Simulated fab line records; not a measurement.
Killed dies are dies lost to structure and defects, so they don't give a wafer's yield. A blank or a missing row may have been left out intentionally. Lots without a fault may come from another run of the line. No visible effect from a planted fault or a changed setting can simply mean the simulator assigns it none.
Code-filled problem report in 8D (eight disciplines) form    flow n5Finfet    the parts of the form that need people (team, actions taken, sign-off) are left out

1. THE PROBLEM
Mean of runLengthS at N5_FIN_CUT_CUT_ETCH_26: 81.8 s across 3 wafers in 2 lots; on wafers with no fault it is 79.2 s (standard deviation 0.53). Measured from the usual mean, that is +5.0 standard deviations.
The step: etches SiNx in CH3F/O2, target depth 39 nm, time 55.7 s.
The first sign was on wafer L234.1 at day 5 05:17, on rieDiel-04. The record has a number at this step for 18 wafers belonging to 6 lots. By rule, "out" or "out of limits" means more than 4 standard deviations away from the usual mean. All remaining wafers that have a number are taken as sound.

2. WHAT IT IS, AND WHAT IT ISN'T
question                     is                      is not
which readings at this step  runLengthS              drypumpMotorCurrentA, oesProductAu, showerheadPlenumPTorr, throttleValvePct
which lots                   L234, L235              L231, L232, L242, L243
which wafers of those lots   L234.1, L235.4, L235.6  L234.2, L234.3, L235.2
read on which tools          rieDiel-04              rieDiel-02, rieDiel-05
when                         from day 5 05:17        up to then (8 sound wafers); but 7 sound wafers of L235, L242, L243 came after

3. WHAT RULES OUT EACH SUSPECT
Counting: if a tool at a process step up to the reading ran every lot that is out, it stays a suspect. Sound lots after the first of them don't rule it out here, since some wafers of a struck lot are sound.
- rieDiel-04 at N5_FIN_CUT_DESCUM_13 (chemistry O2, time 7 s): kept. Every lot that is out went through it, the first being L234 (day 5 04:51); the last sound lot it ran before that was L232 (day 4 18:13).
- rieDiel-04 at N5_FIN_CUT_ETCH_30 (etches underlayer in N2/H2, target depth 13 nm, time 10.4 s): kept. Every lot that is out went through it, the first being L234 (day 5 04:53); the last sound lot it ran before that was L232 (day 4 18:15).
- rieDiel-04 at N5_FIN_CUT_ETCH_20 (etches SiARC in CF4, target depth 26 nm, time 43.3 s): kept. Every lot that is out went through it, the first being L234 (day 5 04:54); the last sound lot it ran before that was L232 (day 4 18:16).
- rieDiel-04 at N5_FIN_CUT_STRIP_24 (strips in CF4): kept. Every lot that is out went through it, the first being L234 (day 5 05:16); the last sound lot it ran before that was L232 (day 4 18:38).
- rieDiel-04 at N5_FIN_CUT_CUT_ETCH_26 (etches SiNx in CH3F/O2, target depth 39 nm, time 55.7 s): kept. Every lot that is out went through it, the first being L234 (day 5 05:17); the last sound lot it ran before that was L232 (day 4 18:39). Its own readings are out on those wafers: runLengthS.
- Within rieDiel-04 at N5_FIN_CUT_DESCUM_13: the wafers that are out ran in chambers 0, 2; their sound lot-mates ran in chambers 1, 3.
- Within rieDiel-04 at N5_FIN_CUT_ETCH_30: the wafers that are out ran in chambers 0, 2; their sound lot-mates ran in chambers 1, 3.
- Within rieDiel-04 at N5_FIN_CUT_ETCH_20: the wafers that are out ran in chambers 0, 2; their sound lot-mates ran in chambers 1, 3.
- Within rieDiel-04 at N5_FIN_CUT_STRIP_24: the wafers that are out ran in chambers 0, 2; their sound lot-mates ran in chambers 1, 3.
- Within rieDiel-04 at N5_FIN_CUT_CUT_ETCH_26: the wafers that are out ran in chambers 0, 2; their sound lot-mates ran in chambers 1, 3.
Left after counting: rieDiel-04 at N5_FIN_CUT_DESCUM_13, rieDiel-04 at N5_FIN_CUT_ETCH_30, rieDiel-04 at N5_FIN_CUT_ETCH_20, rieDiel-04 at N5_FIN_CUT_STRIP_24, rieDiel-04 at N5_FIN_CUT_CUT_ETCH_26.

4. THE CAUSE (what the simulator had put in)
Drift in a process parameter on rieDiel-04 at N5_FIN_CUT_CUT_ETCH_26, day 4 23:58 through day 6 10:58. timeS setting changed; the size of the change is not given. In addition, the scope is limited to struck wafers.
Counting left 5 suspects, and this tool is among them.

5. THE EFFECT CHAIN, in route order
One row per reading whose mean, taken over the struck wafers that have a number, lies over 3 standard deviations from the usual. Only readings whose record carries a usual standard deviation are examined. hours: median over the lots of the time between each lot's start at the first step of this table that gives one and its start at this step. sigmas: the change, counted in usual standard deviations.
hours  step                    reading     usual   on struck wafers  change  sigmas
0      N5_FIN_CUT_CUT_ETCH_26  runLengthS  79.2 s  81.8              +2.6    +5.0
It contains these process steps:
- N5_FIN_CUT_CUT_ETCH_26: etches SiNx in CH3F/O2, target depth 39 nm, time 55.7 s.

6. WHAT WOULD HAVE CAUGHT IT SOONER
First out-of-limits reading in this record: day 5 05:17, which is 5 hours after fault onset at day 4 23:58.
